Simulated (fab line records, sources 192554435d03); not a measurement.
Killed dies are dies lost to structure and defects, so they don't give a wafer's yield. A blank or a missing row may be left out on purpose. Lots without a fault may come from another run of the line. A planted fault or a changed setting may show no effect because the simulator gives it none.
Split-lot experiment | flow n5_finfet | 7 lots, 21 wafers read, on a route of 1938 steps

THE SPLIT
At N5_MOL_CONTACT_COAG_PECVD_31 (deposits SiO2 from TEOS/O2, target thk 46 nm, time 8.9 s), the setting temp_c was moved away from the recipe's 400 C on 8 of the 21 wafers read, by -4.4% to +2.4%. The other wafers ran this setting at the recipe's value.

FROM THE SPLIT TO THE READING: what the file shows between them, 6 steps
- N5_MOL_CONTACT_COAG_EXPOSE_81: exposes mask VG, defocus 0 nm (also split here: dose_mj)
- N5_MOL_CONTACT_COAG_PEB_82: peb time 60 s
- N5_MOL_CONTACT_COAG_DEVELOP_83: develop time 30 s
- N5_MOL_CONTACT_COAG_CD_MEAS_84: target cd 25.1 nm
- N5_MOL_CONTACT_COAG_ETCHBACK_135: etches SiO2 in CHF3, target depth 25 nm, time 16.7 s
- N5_MOL_CONTACT_COAG_STRIP_118: strips in CHF3

THE READING
etch.depth_nm (the simulator's own value, which no gauge read), in nm, at N5_MOL_CONTACT_COAG_VIA_ETCH_46 (etches SiO2 in C4F6/O2, target depth 46 nm, overetch 9.2 nm, time 40 s). The file gives no usual value for it. The 13 wafers here that ran the recipe average 46.09 nm, standard deviation 0.4 nm.

wafer  | tool, chamber at the split | temp_c as run, C | against the recipe | etch.depth_nm, nm | against lot-mates on the recipe
L078.3 | pecvd-02, 0,1              | 400              | recipe             | 45.72             | -
L078.5 | pecvd-02, 2                | 400              | recipe             | 46.29             | -
L078.6 | pecvd-02, 0,1              | 400              | recipe             | 45.81             | -
L079.1 | pecvd-01, 2                | 400              | recipe             | 46.57             | -
L079.2 | pecvd-01, 1                | 400              | recipe             | 45.94             | -
L079.3 | pecvd-01, 0                | 409.5            | +2.4%              | 42.97             | -3.28
L084.2 | pecvd-04, 0                | 406.1            | +1.5%              | 43.91             | -2.02
L084.3 | pecvd-04, 2                | 406.1            | +1.5%              | 43.89             | -2.04
L084.4 | pecvd-04, 2                | 400              | recipe             | 45.93             | -
L086.1 | pecvd-04, 0                | 400              | recipe             | 45.59             | -
L086.5 | pecvd-04, 2                | 400              | recipe             | 46.14             | -
L086.6 | pecvd-04, 0                | 386.3            | -3.4%              | 49.84             | +3.98
L089.2 | pecvd-01, 2                | 400              | recipe             | 46.12             | -
L089.5 | pecvd-01, 2                | 400              | recipe             | 46.73             | -
L089.6 | pecvd-01, 1                | 400              | recipe             | 46.52             | -
L092.2 | pecvd-01, 2                | 400              | recipe             | 45.34             | -
L092.3 | pecvd-01, 0                | 388.1            | -3.0%              | 48.92             | +3.58
L092.6 | pecvd-01, 1                | 388.1            | -3.0%              | 49.26             | +3.92
L094.2 | pecvd-04, 1                | 382.2            | -4.4%              | 50.46             | +3.96
L094.5 | pecvd-04, 0                | 382.2            | -4.4%              | 51.53             | +5.03
L094.6 | pecvd-04, 2                | 400              | recipe             | 46.5              | -
Where a row lists several chambers, the file gives one row for several wafers and doesn't say which wafer went through which chamber.

THE FIT
A straight line over all 21 wafers: etch.depth_nm changes by -1.13 nm for each +1% of temp_c; r = -0.98; the points scatter about the line by 0.42 nm.
The same after taking each lot's own level away (the mean of its wafers on the recipe; 21 wafers): -1.15 nm for each +1%; r = -0.99; scatter 0.38 nm.
On that fit, the largest move of temp_c shifts the reading by 5.1 nm.
The lots' own levels span 45.340 to 46.500 nm, that is 2.9 times the standard deviation above.
So the lot-to-lot level changes the slope little: the two slopes agree.
Check: with one of the wafers moved furthest among these (-4.4%) left out of the fit, the line predicts +5.38 nm for it against its lot-mates. It came out at +3.96 nm against them.

OTHER SPLITS ON THESE WAFERS
These wafers also went through other splits before the reading. Each is held against what the fit with the lots' levels taken away leaves over:
other split on the same wafers        | wafers away from the commonest value | r with etch.depth_nm (lot level and that fit taken away)
N5_SD_EPI_P_PEB_07 peb_time_s         | 5                                    | +0.01
N5_HKMG_FIN_HK_ALD_01 ald_cycles      | 8                                    | +0.14
N5_HKMG_FIN_COAT_43 spin_rpm          | 8                                    | -0.07
N5_HKMG_FIN_ETCH_55 bias_w            | 7                                    | +0.26
N5_HKMG_FIN_ETCH_58 source_w          | 9                                    | +0.02
N5_GATE_CUT_ALD_22 ald_cycles         | 5                                    | +0.01
N5_MOL_CONTACT_COAG_EXPOSE_81 dose_mj | 9                                    | +0.01

THE WHOLE CHAIN: every reading that the file lists as answering this split, in the file's order
step                            | what it does                                                           | reading                                                                                   | change (the file's fit)              | r (the file's)
N5_MOL_CONTACT_COAG_PECVD_31    | deposits SiO2 from TEOS/O2, target thk 46 nm, time 8.9 s               | SiO2_of_MOL_CONTACT_COAG_PECVD_31.thk_nm (the simulator's own value, which no gauge read) | -1.14 nm for each +1% of the setting | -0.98
N5_MOL_CONTACT_COAG_VIA_ETCH_46 | etches SiO2 in C4F6/O2, target depth 46 nm, overetch 9.2 nm, time 40 s | etch.depth_nm (the simulator's own value, which no gauge read)                            | -1.15 nm for each +1% of the setting | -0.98

THE FILE'S OWN FIT
etch.depth_nm changes by -1.15 nm for each +1% of temp_c, r = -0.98.
